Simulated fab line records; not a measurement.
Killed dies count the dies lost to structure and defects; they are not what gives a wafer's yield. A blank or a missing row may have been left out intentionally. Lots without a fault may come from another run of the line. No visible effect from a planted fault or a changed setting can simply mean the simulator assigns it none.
Code-filled problem report in 8D (eight disciplines) form ; flow nandHarc ; the parts of the form that need people (team, actions taken, sign-off) are left out

== 1. WHAT IS WRONG ==
At NHARC_P_M2_CD_MEAS_09, cdNm averages 174.4 nm over 6 wafers from 2 lots, while fault-free wafers read 170.2 nm, standard deviation 0.59. That puts it +7.1 standard deviations away from the usual mean.
The step: target cd 170 nm.
The first sign was on wafer L527.1 at day 12 16:05, on cdSem-02. At this step, 36 wafers from 12 lots have a number in the record. By rule, "out" or "out of limits" means more than 4 standard deviations away from the usual mean. All remaining wafers that have a number are taken as sound.

== 2. WHAT THIS IS AND IS NOT ==
question;is;is not
which readings at this step;cdNm;-
which lots;L527, L530;L514, L517, L519, L520, L522, L523, L524, L525, L526, L528
which wafers of those lots;all that have a number;-
read on which gauges;cdSem-01, cdSem-02;cdSem-03
when;from day 12 16:05;up to then (30 sound wafers)

== 3. SUSPECTS, AND WHAT RULES EACH OUT ==
Counting: any tool at a process step up to the reading is kept as a suspect provided that every lot that is out went through it and no sound lot did after the first of them.
- ruled out: the gauge at NHARC_P_M2_CD_MEAS_09. The wafers that are out were read on 2 gauges (cdSem-01, cdSem-02).
- lithoTrack-01 at NHARC_P_M2_PEB_07 (peb time 65 s): kept. Every lot that is out went through it, starting with L527 (day 12 16:00), and after that it ran no sound lot; the last sound lot it ran before then is L528 (day 12 15:01).
Left after counting: lithoTrack-01 at NHARC_P_M2_PEB_07.

== 4. THE CAUSE (what the simulator had put in) ==
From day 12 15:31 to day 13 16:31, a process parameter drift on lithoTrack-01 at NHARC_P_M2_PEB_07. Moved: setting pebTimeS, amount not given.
After counting, this tool was the only one left.

== 5. THE CHAIN OF EFFECTS, in route order ==
Each row: a reading whose mean over the struck wafers that have a number lies more than 3 standard deviations from the usual. Readings are gone through only where the record gives a usual standard deviation; hours: the median, over the lots, of the time from a lot's start at the first step in this table giving one to that lot's start at this step; sigmas: the change measured in usual standard deviations.
hours;step;reading;usual;on struck wafers;change;sigmas
0;NHARC_P_M2_CD_MEAS_09;cdNm;170.2 nm;174.4;+4.2;+7.1
Later measuring or inspecting steps at which every struck wafer that the step has a row for has a number for every such reading, and none has moved that far: NHARC_P_M2_OVL_MEAS_10, NHARC_END_SORT_01.

== 6. HOW IT WOULD HAVE BEEN CAUGHT EARLIER ==
In this record the first reading out of limits at a measuring or inspecting step was taken at day 12 16:05, 1 hour after the fault began at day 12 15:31.
No tool reading at NHARC_P_M2_PEB_07 that has a usual standard deviation in the record was out on any struck wafer, so an alarm limit of 4 standard deviations on those readings would not have fired.
L530, from the lots that are out (2), started NHARC_P_M2_PEB_07 on lithoTrack-01 later than day 12 16:05. Holding the tool at that time would have saved it.
